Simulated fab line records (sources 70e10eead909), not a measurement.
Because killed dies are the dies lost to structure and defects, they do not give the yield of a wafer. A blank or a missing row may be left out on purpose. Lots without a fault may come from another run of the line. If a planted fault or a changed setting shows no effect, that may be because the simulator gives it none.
Matching of chambers :: flow nand_harc :: NHARC_P_STI_ETCH_42 on rie_diel-11 has 4 sister chambers
The step etches the open film in N2/H2, target depth 80 nm, overetch 24 nm, time 61 s. 4 wafers are shown with their chamber, then 9 later ones without.

== WAFERS PAIRED WITH THEIR CHAMBERS ==
wafer: L086.6
chamber: 3
rf_vpp_V (V): 434

wafer: L088.2
chamber: 0
rf_vpp_V (V): 427

wafer: L088.3
chamber: 1
rf_vpp_V (V): 432

wafer: L088.6
chamber: 2
rf_vpp_V (V): 428

== WAFERS WHOSE CHAMBER IS MISSING ==
wafer: L092.4
rf_vpp_V (V): 428

wafer: L092.5
rf_vpp_V (V): 427

wafer: L092.6
rf_vpp_V (V): 435

wafer: L093.1
rf_vpp_V (V): 427

wafer: L093.3
rf_vpp_V (V): 434

wafer: L093.4
rf_vpp_V (V): 428

wafer: L096.3
rf_vpp_V (V): 426

wafer: L096.4
rf_vpp_V (V): 427

wafer: L096.6
rf_vpp_V (V): 433

== WHICH CHAMBER EACH WENT THROUGH ==
wafer: L092.4
from the rows above: can't be placed: 2 or 0
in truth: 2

wafer: L092.5
from the rows above: can't be placed: 0 or 2
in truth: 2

wafer: L092.6
from the rows above: 3
in truth: 3

wafer: L093.1
from the rows above: can't be placed: 0 or 2
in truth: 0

wafer: L093.3
from the rows above: 3
in truth: 3

wafer: L093.4
from the rows above: can't be placed: 2 or 0
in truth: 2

wafer: L096.3
from the rows above: can't be placed: 0 or 2
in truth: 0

wafer: L096.4
from the rows above: can't be placed: 0 or 2
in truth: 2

wafer: L096.6
from the rows above: can't be placed: 1 or 3
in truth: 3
Placed correctly: 2 of 9. These rows do not allow placing 7 (true chamber among the candidates in 7). 0 placed wrongly.
How it was worked out, from the rows above alone: a wafer's distance from a chamber is the root of the sum, over the readings, of the square of ((its reading less the chamber's mean) divided by the reading's scatter). If the next closest chamber is less than 2 further off than the closest, the wafer can't be placed; otherwise it belongs to the closest. The mean given for a chamber averages the wafers shown for that chamber. The scatter: with one shown wafer a chamber, the root of the mean of the squares of how far each hidden wafer lies from its nearest shown one.
